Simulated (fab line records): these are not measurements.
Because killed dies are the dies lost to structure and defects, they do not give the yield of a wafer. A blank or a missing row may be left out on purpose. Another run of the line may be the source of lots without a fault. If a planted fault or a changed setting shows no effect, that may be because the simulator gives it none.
Chamber matching || flow n5-finfet || N5_BEOL_M13_VIA_ETCH_16 on rie-diel-02 has 4 sister chambers
The step etches SiOC in C4F8/O2/Ar, target depth 921.7 nm. 16 wafers are shown with their chamber, then 8 later ones without.

EACH WAFER AND ITS CHAMBER
{"wafer": "L075.4", "chamber": 2, "showerhead-plenum-p-Torr (Torr)": 3.31, "throttle-valve-pct (%)": 24.20, "oes-product-au (a.u.)": 0.73}
{"wafer": "L075.5", "chamber": 3, "showerhead-plenum-p-Torr (Torr)": 3.54, "throttle-valve-pct (%)": 24.16, "oes-product-au (a.u.)": 0.86}
{"wafer": "L075.6", "chamber": 2, "showerhead-plenum-p-Torr (Torr)": 3.31, "throttle-valve-pct (%)": 24.19, "oes-product-au (a.u.)": 0.74}
{"wafer": "L076.2", "chamber": 3, "showerhead-plenum-p-Torr (Torr)": 3.54, "throttle-valve-pct (%)": 24.19, "oes-product-au (a.u.)": 0.84}
{"wafer": "L076.3", "chamber": 0, "showerhead-plenum-p-Torr (Torr)": 3.18, "throttle-valve-pct (%)": 24.59, "oes-product-au (a.u.)": 0.65}
{"wafer": "L076.6", "chamber": 3, "showerhead-plenum-p-Torr (Torr)": 3.54, "throttle-valve-pct (%)": 24.20, "oes-product-au (a.u.)": 0.85}
{"wafer": "L083.1", "chamber": 1, "showerhead-plenum-p-Torr (Torr)": 3.37, "throttle-valve-pct (%)": 24.33, "oes-product-au (a.u.)": 0.85}
{"wafer": "L083.4", "chamber": 2, "showerhead-plenum-p-Torr (Torr)": 3.30, "throttle-valve-pct (%)": 24.23, "oes-product-au (a.u.)": 0.73}
{"wafer": "L083.5", "chamber": 1, "showerhead-plenum-p-Torr (Torr)": 3.37, "throttle-valve-pct (%)": 24.34, "oes-product-au (a.u.)": 0.85}
{"wafer": "L085.2", "chamber": 1, "showerhead-plenum-p-Torr (Torr)": 3.37, "throttle-valve-pct (%)": 24.33, "oes-product-au (a.u.)": 0.84}
{"wafer": "L085.4", "chamber": 0, "showerhead-plenum-p-Torr (Torr)": 3.17, "throttle-valve-pct (%)": 24.60, "oes-product-au (a.u.)": 0.65}
{"wafer": "L085.5", "chamber": 0, "showerhead-plenum-p-Torr (Torr)": 3.17, "throttle-valve-pct (%)": 24.61, "oes-product-au (a.u.)": 0.65}
{"wafer": "L086.2", "chamber": 3, "showerhead-plenum-p-Torr (Torr)": 3.53, "throttle-valve-pct (%)": 24.19, "oes-product-au (a.u.)": 0.83}
{"wafer": "L086.3", "chamber": 1, "showerhead-plenum-p-Torr (Torr)": 3.37, "throttle-valve-pct (%)": 24.34, "oes-product-au (a.u.)": 0.83}
{"wafer": "L086.6", "chamber": 2, "showerhead-plenum-p-Torr (Torr)": 3.30, "throttle-valve-pct (%)": 24.22, "oes-product-au (a.u.)": 0.72}
{"wafer": "L087.3", "chamber": 3, "showerhead-plenum-p-Torr (Torr)": 3.53, "throttle-valve-pct (%)": 24.20, "oes-product-au (a.u.)": 0.81}

SIGNATURES (averages over the wafers above)
{"reading": "showerhead-plenum-p-Torr", "chamber 0": 3.1733, "chamber 1": 3.3700, "chamber 2": 3.3050, "chamber 3": 3.5360, "scatter within a chamber": 0.00489}
{"reading": "throttle-valve-pct", "chamber 0": 24.6000, "chamber 1": 24.3350, "chamber 2": 24.2100, "chamber 3": 24.1880, "scatter within a chamber": 0.0141}
{"reading": "oes-product-au", "chamber 0": 0.6500, "chamber 1": 0.8425, "chamber 2": 0.7300, "chamber 3": 0.8380, "scatter within a chamber": 0.0128}
Rule: a wafer lies at a distance from a chamber equal to the root of the sum of squares, over the readings, of (its reading less the chamber's mean, divided by the reading's scatter). The wafer belongs to the nearest chamber; if the next one is less than 2 further off, it can't be placed. The scatter: take each reading less its chamber's mean, square it, sum over the shown wafers, divide by the number of wafers less the number of chambers, and take the root.

WAFERS WHOSE CHAMBER IS MISSING
{"wafer": "L087.5", "showerhead-plenum-p-Torr (Torr)": 3.16, "throttle-valve-pct (%)": 24.63, "oes-product-au (a.u.)": 0.64}
{"wafer": "L087.6", "showerhead-plenum-p-Torr (Torr)": 3.53, "throttle-valve-pct (%)": 24.21, "oes-product-au (a.u.)": 0.82}
{"wafer": "L095.2", "showerhead-plenum-p-Torr (Torr)": 3.29, "throttle-valve-pct (%)": 24.25, "oes-product-au (a.u.)": 0.72}
{"wafer": "L095.5", "showerhead-plenum-p-Torr (Torr)": 3.29, "throttle-valve-pct (%)": 24.24, "oes-product-au (a.u.)": 0.71}
{"wafer": "L095.6", "showerhead-plenum-p-Torr (Torr)": 3.16, "throttle-valve-pct (%)": 24.62, "oes-product-au (a.u.)": 0.64}
{"wafer": "L094.3", "showerhead-plenum-p-Torr (Torr)": 3.29, "throttle-valve-pct (%)": 24.24, "oes-product-au (a.u.)": 0.71}
{"wafer": "L094.4", "showerhead-plenum-p-Torr (Torr)": 3.16, "throttle-valve-pct (%)": 24.63, "oes-product-au (a.u.)": 0.63}
{"wafer": "L094.6", "showerhead-plenum-p-Torr (Torr)": 3.29, "throttle-valve-pct (%)": 24.24, "oes-product-au (a.u.)": 0.71}

CHAMBER TAKEN BY EACH
{"wafer": "L087.5", "from the rows above": 0, "in truth": 0}
{"wafer": "L087.6", "from the rows above": 3, "in truth": 3}
{"wafer": "L095.2", "from the rows above": 2, "in truth": 2}
{"wafer": "L095.5", "from the rows above": 2, "in truth": 2}
{"wafer": "L095.6", "from the rows above": 0, "in truth": 0}
{"wafer": "L094.3", "from the rows above": 2, "in truth": 2}
{"wafer": "L094.4", "from the rows above": 0, "in truth": 0}
{"wafer": "L094.6", "from the rows above": 2, "in truth": 2}
8 of 8 placed correctly. Can't be placed from these rows: 0. 0 placed wrongly.
